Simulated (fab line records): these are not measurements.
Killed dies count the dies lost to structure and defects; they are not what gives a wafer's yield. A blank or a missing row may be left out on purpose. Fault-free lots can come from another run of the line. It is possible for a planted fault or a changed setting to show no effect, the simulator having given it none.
fab line records ; flow n5Finfet
record lots=3; wafers=8; lastDay=16
route steps=1938 shown HKMG_FIN@409 BEOL_M4@1111 PASSIVATION@1936
lots with no fault: from the same line, run without faults
startH: start of the lot's first displayed wafer, in hours after the record's first day ; waitH: how many hours have passed since the lot's step before this one ; " the same as in the row above ; L1.1+2: a row that stands for several wafers ; - either no value or no given start ; * or withheld: withheld ; < > ~ a bound
route shown NAME@n: a module of which the file shows steps, and the number in the route of the first ; usual: average and standard deviation across the fault-free wafers ; same: alike in all rows ; chamber/n: place in a boat ; sites: readings site by site ; _std_site: standard deviation across them ; _edge_site: mean of outer sites minus mean of inner sites ; radiusMm: for every site, how far away it sits from the centre of the wafer ; mask NAME#n: copy n ; behind: tool/chamber where the wafer was last shaped ; hold: why the lot was held/for how many hours/how that ended ; device: names the non-switching transistor (n, p or np) ; end of line: the route-end tests of the same wafers ; a step with no rows: only its recipe ; killed: dies that structure and defects cost at the first sort, which is not the same as the wafer's yield ; map: a wafer's dies, marking killed ones x, the rest . and places with no die _
set.NAME: the setting as run; set.NAME@STEP: as run at that earlier step ; model.NAME: the simulator's own value behind a step, which no gauge read
lots at selected steps of the route; one table per step, one row per wafer
## steps
# step N5_HKMG_FIN_STRIP_60
# recipe chemistry=N2/H2; powerW=2500; tempC=300; h2Frac=0.65; timeS=360; pressureMtorr=withheld; n2FlowSccm=1750; h2FlowSccm=3250
# step N5_HKMG_FIN_WET_ETCH_77
# recipe chemistry=dHCl; mix=1:10000; tempC=25; target=La2O3; stopOn=HfO2; targetDepthNm=2
# step N5_HKMG_FIN_WET_ETCH_78
# recipe chemistry=dNH4OH; mix=1:50; tempC=25; target=Al2O3; stopOn=La2O3; targetDepthNm=4.5; dry=ipaMarangoni; rinseTimeS=30; rinseTempC=23
# step N5_HKMG_FIN_ALD_79
# recipe material=TiN; targetThkA=15; tempC=400; aldPrecursorFamily=TiCl4; aldCoReactant=NH3; pulseTimeS=1; purgeTimeS=3; coReactantPurgeTimeS=2; coReactantPulseTimeS=2; aldCycles=68; pressureTorr=3
# step N5_HKMG_FIN_CVD_62
# recipe material=a-Si; targetThkA=30; tempC=500; precursor=Si2H6; pressureTorr=1; timeS=20.8
# step N5_HKMG_FIN_RTA_80
# recipe tempC=withheld; timeS=2; ambient=N2; idleTempC=600; rampUpCPerS=150; rampDownCPerS=60; coolToC=600
# step N5_HKMG_FIN_PRECLEAN_64
# recipe chemistry=dHF; timeS=30; tempC=25; dilution=withheld
# step N5_HKMG_FIN_WET_ETCH_65
# recipe chemistry=TMAH; tempC=70; concWtPct=5; target=a-Si; stopOn=TiN; timeS=49; targetDepthNm=3
# step N5_HKMG_FIN_WET_ETCH_81
# recipe chemistry=SC1; target=TiN; stopOn=HfO2; mix=1:1:5; tempC=60; timeS=57; targetDepthNm=6
# step N5_HKMG_FIN_WET_ETCH_82
# recipe chemistry=dHCl; mix=1:10000; tempC=25; target=La2O3; stopOn=HfO2; targetDepthNm=2; dry=ipaMarangoni; rinseTimeS=30; rinseTempC=23
# step N5_HKMG_FIN_ALD_36
# recipe material=TiN; targetThkA=10; tempC=400; aldPrecursorFamily=TiCl4; aldCoReactant=NH3; pulseTimeS=1; purgeTimeS=3; coReactantPurgeTimeS=2; coReactantPulseTimeS=2; aldCycles=47; pressureTorr=3
# step N5_HKMG_FIN_PWFM_ALD_03
# recipe material=TiN; targetThkA=20; tempC=400; aldPrecursorFamily=TiCl4; aldCoReactant=NH3; pulseTimeS=1; purgeTimeS=3; coReactantPurgeTimeS=2; coReactantPulseTimeS=2; aldCycles=91; pressureTorr=3
# usual aldCycles=91/0; heaterPowerW=899/130; precursorPulseHeightRel=1.001/0.019
lot.wafer;tool;chamber;startH;waitH;aldCycles;heaterPowerW;precursorPulseHeightRel;model.TiN_of_HKMG_FIN_PWFM_ALD_03.thkNm
L445.1;aldMetal-03;3;91.81;0.0;91;822;0.991;2
L445.5;aldMetal-03;1;91.81;0.0;91;839;1.044;2
L445.6;aldMetal-03;0;91.81;0.0;91;1086;0.990;2
L453.2;aldMetal-03;3;143.46;0.0;139;822;1.014;3
L453.3;aldMetal-03;2;143.46;0.0;91;794;1.012;2
L460.1;aldMetal-01;2;188.08;0.0;91;825;1.007;2
L460.3;aldMetal-01;0;188.08;0.0;91;748;1.024;2
L460.5;aldMetal-01;3;188.08;0.0;91;698;0.966;2
# step N5_HKMG_FIN_COAT_29
# recipe resist=SOC; tempC=250; timeS=60; spinRpm=1500; resistThkNm=300
# step N5_HKMG_FIN_COAT_30
# recipe resist=SiARC; tempC=220; timeS=60; spinRpm=1500; resistThkNm=35
# step N5_HKMG_FIN_COAT_06
# recipe resist=CAR-ArF; spinRpm=1500; resistThkNm=90
# step N5_HKMG_FIN_EBR_08
# recipe solvent=PGMEA; ebrWidthMm=1.5
# step N5_HKMG_FIN_SOFTBAKE_07
# recipe tempC=110; timeS=60; resist=CAR-ArF
# step N5_HKMG_FIN_EXPOSE_09
# recipe maskId=NWFM; na=1.35; sourceShape=conventional; sigmaOuter=0.8; polarization=unpolarized; doseMj=39.25
# step N5_HKMG_FIN_PEB_10
# recipe pebTempC=withheld; pebTimeS=60; resist=CAR-ArF
# step N5_HKMG_FIN_DEVELOP_11
# recipe developTimeS=30; developer=TMAH; resist=CAR-ArF; devTempC=23; rinseLiquid=diw; dry=airSpin
# step N5_HKMG_FIN_DESCUM_17
# recipe chemistry=O2; timeS=7.9; sourcePowerW=50; biasPowerW=20; pressureMtorr=20; rfFrequencyHz=2.712e+07; tempC=40; resist=CAR-ArF; o2FlowSccm=225
# step N5_HKMG_FIN_ETCH_31
# recipe chemistry=CF4; target=SiARC; targetDepthA=455; maskMaterial=CAR-ArF; timeS=75.8; ionEnergyEv=80; pressureMtorr=40; sourceW=545; biasW=36; Ar_flow_sccm=100; cf4FlowSccm=100; ends=cleared
# step N5_HKMG_FIN_ETCH_32
# recipe chemistry=N2/H2; target=SOC; targetDepthA=2400; tempC=40; timeS=300; ionEnergyEv=200; maskMaterial=SiARC; pressureMtorr=30; sourceW=840; biasW=150; n2FlowSccm=200; h2FlowSccm=200
# step N5_HKMG_FIN_STRIP_33
# recipe chemistry=N2/H2; tempC=40; n2FlowSccm=200; h2FlowSccm=200; rfFrequencyHz=6e+07
# step N5_HKMG_FIN_STRIP_34
# recipe chemistry=CF4; resist=SiARC; powerW=300; biasPowerW=75; pressureMtorr=50; cf4FlowSccm=150; rfFrequencyHz=6e+07
# step N5_HKMG_FIN_ETCH_35
# recipe chemistry=N2/H2; target=SOC; targetDepthA=2158; ionEnergyEv=65; biasW=5; sourceW=3000; timeS=243.4; pressureMtorr=30; n2FlowSccm=200; h2FlowSccm=200
# step N5_HKMG_FIN_STRIP_92
# recipe chemistry=N2/H2; material=SOC; timeS=20; powerW=500; tempC=40; pressureMtorr=50; rfFrequencyHz=6e+07; biasPowerW=8; h2Frac=0.5; n2FlowSccm=300; h2FlowSccm=300
# step N5_HKMG_FIN_WET_ETCH_18
# recipe chemistry=SC1; target=TiN; mix=1:1:5; tempC=*; timeS=55; targetDepthNm=5.2; dry=ipaMarangoni; rinseTimeS=30; rinseTempC=23
# step N5_HKMG_FIN_STRIP_19
# recipe chemistry=N2/H2; powerW=2500; tempC=300; h2Frac=0.65; timeS=360; pressureMtorr=withheld; n2FlowSccm=1750; h2FlowSccm=3250
# step N5_HKMG_FIN_ALD_91
# recipe material=TiN; targetThkA=10; tempC=400; aldPrecursorFamily=TiCl4; aldCoReactant=NH3; pulseTimeS=1; purgeTimeS=3; coReactantPurgeTimeS=2; coReactantPulseTimeS=2; aldCycles=47; pressureTorr=3
# step N5_HKMG_FIN_COAT_85
# recipe resist=SOC; tempC=250; timeS=60; spinRpm=1500; resistThkNm=300
# step N5_HKMG_FIN_ETCH_86
# recipe chemistry=N2/H2; target=SOC; targetDepthA=3932; stopOn=TiN; ionEnergyEv=100; biasW=61; pressureMtorr=30; sourceW=850; n2FlowSccm=200; h2FlowSccm=200
# step N5_HKMG_FIN_STRIP_89
# recipe chemistry=N2/H2; material=SOC; timeS=20; powerW=500; tempC=40; pressureMtorr=50; rfFrequencyHz=6e+07; biasPowerW=8; h2Frac=0.5; n2FlowSccm=300; h2FlowSccm=300
# step N5_HKMG_FIN_WET_ETCH_87
# recipe chemistry=SC1; target=TiN; mix=1:2:40; tempC=50; timeS=154.2; targetDepthNm=4.7; dry=ipaMarangoni; rinseTimeS=30; rinseTempC=23
# step N5_HKMG_FIN_STRIP_88
# recipe chemistry=N2/H2; powerW=2500; tempC=300; h2Frac=0.65; timeS=360; pressureMtorr=withheld; n2FlowSccm=1750; h2FlowSccm=3250
# step N5_HKMG_FIN_NWFM_ALD_20
# recipe material=TiAlC; targetThkA=20; tempC=300; aldPrecursorFamily=TiCl4; aldCoReactant=TEA; pulseTimeS=3; purgeTimeS=2; coReactantPurgeTimeS=2; coReactantPulseTimeS=10; aldCycles=7; pressureTorr=3
# step N5_HKMG_FIN_ALD_71
# recipe material=TiN; targetThkA=10; tempC=400; aldPrecursorFamily=TiCl4; aldCoReactant=NH3; pulseTimeS=1; purgeTimeS=3; coReactantPurgeTimeS=2; coReactantPulseTimeS=2; aldCycles=47; pressureTorr=3
# step N5_HKMG_FIN_COAT_66
# recipe resist=SOC; tempC=250; timeS=60; spinRpm=1500; resistThkNm=300
# step N5_BEOL_M4_RC_MEAS_101
# usual DIBL_N=36.1/2; DIBL_P=36.3/2.4; IOFF_N=0.15/0.035; IOFF_P=0.21/0.039; IOFF_P_85C=3.7/0.57; IOFF_P_LIN=0.101/0.014; IOFF_P_LONG=0.000106/1.1e-05; ION_N=672/15; ION_P=463/9.7; SS_N=71.5/0.7; SS_P=73.2/0.75; VT_N=251/3.6; VT_P=-250/3.8; VT_P_LONG=-275/3.6; VT_P_LVT=-99/3.4
lot.wafer;tool;chamber;startH;waitH;DIBL_N[mV/V];DIBL_P[mV/V];IOFF_N[nA/um];IOFF_P[nA/um];IOFF_P_85C[nA/um];IOFF_P_LIN[nA/um];IOFF_P_LONG[nA/um];ION_N[uA/um];ION_P[uA/um];SS_N[mV/dec];SS_P[mV/dec];VT_N[mV];VT_P[mV];VT_P_LONG[mV];VT_P_LVT[mV]
L445.1;prober-02;0;191.87;0.0;35.9;38.5;0.14;0.18;3.2;0.083;8.2e-05;668;455;71.6;73.0;250;-256;-285;-105
L445.5;prober-02;0;191.87;0.0;34.9;37.1;0.12;0.16;2.8;0.075;7.8e-05;656;446;70.9;73.8;254;-259;-282;-107
L445.6;prober-02;0;191.87;0.0;34.2;35.8;0.11;0.14;2.6;0.069;8.2e-05;664;453;71.4;73.5;254;-258;-282;-109
L453.2;prober-02;0;239.99;0.2;37.9;37.6;0.16;0.86;11.9;0.393;0.000244;652;503;72.7;73.6;253;-213;-242;-62
L453.3;prober-02;0;239.99;0.2;34.5;34.4;0.14;0.20;3.5;0.099;0.000116;670;468;71.2;72.3;249;-249;-272;-97
L460.1;prober-02;0;284.39;0.0;36.1;35.6;0.13;0.18;3.2;0.090;9.4e-05;652;458;71.1;73.5;256;-253;-278;-102
L460.3;prober-02;0;284.39;0.0;39.0;39.6;0.20;0.26;4.2;0.116;9.4e-05;683;470;71.3;74.1;247;-252;-278;-97
L460.5;prober-02;0;284.39;0.0;38.8;40.2;0.18;0.25;4.1;0.111;9.4e-05;683;464;72.2;74.4;250;-250;-283;-97
# step N5_PASSIVATION_PROBE_49
# usual defectLimitedYield=91.1/1.6; killed_at_M0_to_M3=35/11; killed_at_M4_up=13/5.4; killedAtContacts=13/6.5; killedAtFrontEnd=40/14; killedAtOther=4/3.1; killedDies=105/18; killedOpen=69/14; killedShort=34/7.3; sort_bin_4_leakage=0/0; sort_bin_5_function=5.2/0.96; sort_bin_6_memory=3.4/0.77; sortNPass=1075/19; sortYieldPct=91.1/1.6
# same grossDies=1180; killedAtBackSide=0; sort_bin_8_speed[%]=0
lot.wafer;tool;chamber;startH;waitH;defectLimitedYield[%];killed_at_M0_to_M3;killed_at_M4_up;killedAtContacts;killedAtFrontEnd;killedAtOther;killedDies;killedOpen;killedShort;sort_bin_4_leakage[%];sort_bin_5_function[%];sort_bin_6_memory[%];sortNPass;sortYieldPct[%]
L445.1;prober-02;-;290.42;0.0;91.2;42;12;8;40;2;104;70;31;0;5.5;3.2;1076;91.2
L445.5;prober-02;-;290.62;0.2;91.2;26;21;11;43;3;104;68;35;0;5.2;3.6;1076;91.2
L445.6;prober-02;-;290.67;0.3;90.8;41;15;5;46;2;109;71;38;0;5.1;3.9;1071;90.8
L453.2;prober-01;-;349.18;0.1;91.9;22;3;15;52;3;95;65;30;81.61;4.4;3.4;122;10.3
L453.3;prober-01;-;349.23;0.1;92.2;23;9;18;42;0;92;59;33;0;4.9;2.5;1088;92.2
L460.1;prober-02;-;387.41;0.0;91.4;30;11;18;32;10;101;65;31;0;5.0;3.2;1079;91.4
L460.3;prober-02;-;387.51;0.1;90.5;42;9;9;43;9;112;72;37;0;5.8;3.5;1068;90.5
L460.5;prober-02;-;387.61;0.2;90.3;37;12;10;45;11;115;70;43;0;5.5;3.8;1065;90.3
# killed by level:class
L445.1 FIN_SAQP:geometricParticle:open=15 BEOL_M0_SAQP:geometricParticle:short=11 MOL_CONTACT_COAG:geometricParticle:open=8 BEOL_M0_SAQP:geometricParticle:open=8 BEOL_M2:geometricParticle:open=8 FIN_SAQP:geometricParticle:short=7 STI_FIN_REVEAL:geometricParticle:open=5 BEOL_M3:geometricParticle:open=5
L445.5 FIN_SAQP:geometricParticle:open=11 STI_FIN_REVEAL:geometricParticle:open=11 MOL_CONTACT_COAG:geometricParticle:open=10 BEOL_M4:geometricParticle:open=8 FIN_SAQP:geometricParticle:short=7 BEOL_M0_SAQP:geometricParticle:short=6 BEOL_M2:geometricParticle:open=6 BEOL_M0_SAQP:geometricParticle:open=5
L445.6 STI_FIN_REVEAL:geometricParticle:open=10 BEOL_M0_SAQP:geometricParticle:open=10 FIN_SAQP:geometricParticle:open=9 BEOL_M0_SAQP:geometricParticle:short=8 BEOL_M2:geometricParticle:open=7 BEOL_M4:geometricParticle:open=7 STARTING-WAFER:geometricParticle:short=7 FIN_SAQP:geometricParticle:short=6
L453.2 STI_FIN_REVEAL:geometricParticle:open=15 MOL_CONTACT_COAG:geometricParticle:open=12 FIN_SAQP:geometricParticle:short=8 FIN_SAQP:geometricParticle:open=8 BEOL_M3:geometricParticle:open=7 BEOL_M1:geometricParticle:open=4 BEOL_M2:geometricParticle:open=4 STARTING-WAFER:geometricParticle:open=4
L453.3 MOL_CONTACT_COAG:geometricParticle:open=16 FIN_SAQP:geometricParticle:short=6 FIN_SAQP:geometricParticle:open=6 GATE_CUT:geometricParticle:short=6 BEOL_M0_SAQP:geometricParticle:short=5 BEOL_M2:geometricParticle:open=5 BEOL_M3:geometricParticle:open=5 STI_FIN_REVEAL:geometricParticle:open=4
L460.1 MOL_CONTACT_COAG:geometricParticle:open=13 FIN_SAQP:geometricParticle:open=7 BEOL_M0_SAQP:geometricParticle:short=7 STI_FIN_REVEAL:geometricParticle:open=6 BEOL_M3:geometricParticle:open=6 BEOL_M4:geometricParticle:open=6 FIN_SAQP:geometricParticle:short=5 MOL_CONTACT_COAG:geometricParticle:short=5
L460.3 BEOL_M0_SAQP:geometricParticle:short=14 BEOL_M0_SAQP:geometricParticle:open=12 FIN_SAQP:geometricParticle:open=11 FIN_SAQP:geometricParticle:short=8 STI_FIN_REVEAL:geometricParticle:open=8 MOL_CONTACT_COAG:geometricParticle:open=8 BEOL_M4:geometricParticle:open=7 BEOL_M2:geometricParticle:open=5
L460.5 BEOL_M3:geometricParticle:open=8 MOL_CONTACT_COAG:geometricParticle:open=8 FIN_SAQP:geometricParticle:open=7 BEOL_M2:geometricParticle:open=7 FIN_SAQP:geometricParticle:short=6 STI_FIN_REVEAL:geometricParticle:open=6 DUMMY_GATE:geometricParticle:open=6 BEOL_M0_SAQP:geometricParticle:short=5
# map L453.2 (x killed, . not)
_________________............________________
______________.................._____________
___________.............x..........__________
__________.......x...............x.._________
________.......x.......x..x..........._______
_______....x...............x..x....x...______
______...x.......x..........x..........._____
_____...........x..........x.x...........____
____.................x.........x..........___
___...x.................x..x......x........__
___.............................x...x.x....__
__.x.x....x..............x..x......x...x...._
__......x......................x............_
_.....x.......x...........x..................
_..................x......x........x.x.......
_.....x....................x........x........
_x...................x...............x.......
_.x.....x...x.....x....x.x..x...............x
_........x.x..............x.....x....x.......
_..................x..........x.........x....
_.x.x......x.................................
__x........................x..x....x........_
__......x.......x..........................._
___.........x.xxx................x......x..__
___......x.....x....x.............x........__
____.............x........................___
_____............x.......x........x......____
______........x...x....................._____
_______.....x..........................______
________..x..............x............_______
__________..................x......._________
___________................x.......__________
______________.......x.........._____________
_________________..........x.________________
# map L445.6 (x killed, . not)
_________________.........x..________________
______________x................._____________
___________.....x............x...x.__________
__________.........x................_________
________x......x.......xx...........x._______
_______...x...........x..x.............______
______....................x......x......_____
_____xx.x.....x.......x........x.x......x____
____x..x..................................___
___....x...........x..............x........__
___.x.......x.x.......x....x.x.x..x........__
__................x........................._
__x.x..............x..............x........._
_.........x...............x...x....x......xx.
_..............x............x.......x........
_..........................x....x.........x..
_..........x.......................x.........
_........xx..x......x..x.....x..x............
_............x.......x.......................
_...x......x.............xx.............x....
_.......x..x..x....x.................x.......
__.x......x................................._
__...........x....................x........._
___.....................x.x....x...........__
___..................x...x.................__
____........x....x...................x...x___
_____........x.........x......x..........____
______.x........................x....xx._____
_______............x...x.....x.......x.______
________....x.x......................._______
__________...x.....x................_________
___________x...x..x................__________
______________.x.....x.........._____________
_________________...........x________________
## key
firstSign step=N5_HKMG_FIN_PWFM_ALD_03; reading=aldCycles; direction=up; sigmas=99+; usual=*; struck=*
effect step=N5_BEOL_M4_RC_MEAS_101; reading=IOFF_P_LIN; direction=up; sigmas=20; usual=0.101; struck=0.393
effect step=N5_BEOL_M4_RC_MEAS_101; reading=IOFF_P; direction=up; sigmas=17; usual=0.21; struck=0.86
effect step=N5_BEOL_M4_RC_MEAS_101; reading=IOFF_P_85C; direction=up; sigmas=14; usual=3.7; struck=11.9
effect step=N5_BEOL_M4_RC_MEAS_101; reading=IOFF_P_LONG; direction=up; sigmas=12; usual=0.000106; struck=0.000244
effect step=N5_BEOL_M4_RC_MEAS_101; reading=VT_P_LVT; direction=up; sigmas=11; usual=-99; struck=-62
effect step=N5_BEOL_M4_RC_MEAS_101; reading=VT_P; direction=up; sigmas=9.7; usual=-250; struck=-213
effect step=N5_BEOL_M4_RC_MEAS_101; reading=VT_P_LONG; direction=up; sigmas=9.2; usual=-275; struck=-242
effect step=N5_BEOL_M4_RC_MEAS_101; reading=ION_P; direction=up; sigmas=4.1; usual=463; struck=503
effect step=N5_PASSIVATION_PROBE_49; reading=sort_bin_4_leakage; direction=up; sigmas=99+; usual=0; struck=81.61
modelEffect step=N5_HKMG_FIN_PWFM_ALD_03; value=TiN_of_HKMG_FIN_PWFM_ALD_03.thkNm; without=2; struck=3
metAt N5_HKMG_FIN_PWFM_ALD_03
struckWafers L453.2
onsetBetween 91.81 143.46
fault kind=processParameterDrift; tool=aldMetal-03; chamber=-; onsetH=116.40; steps=N5_HKMG_FIN_PWFM_ALD_03; channel=aldCycles; offset=*; shape=step; endH=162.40; scope=struckWafersOnly; actsIn=*; stated=*
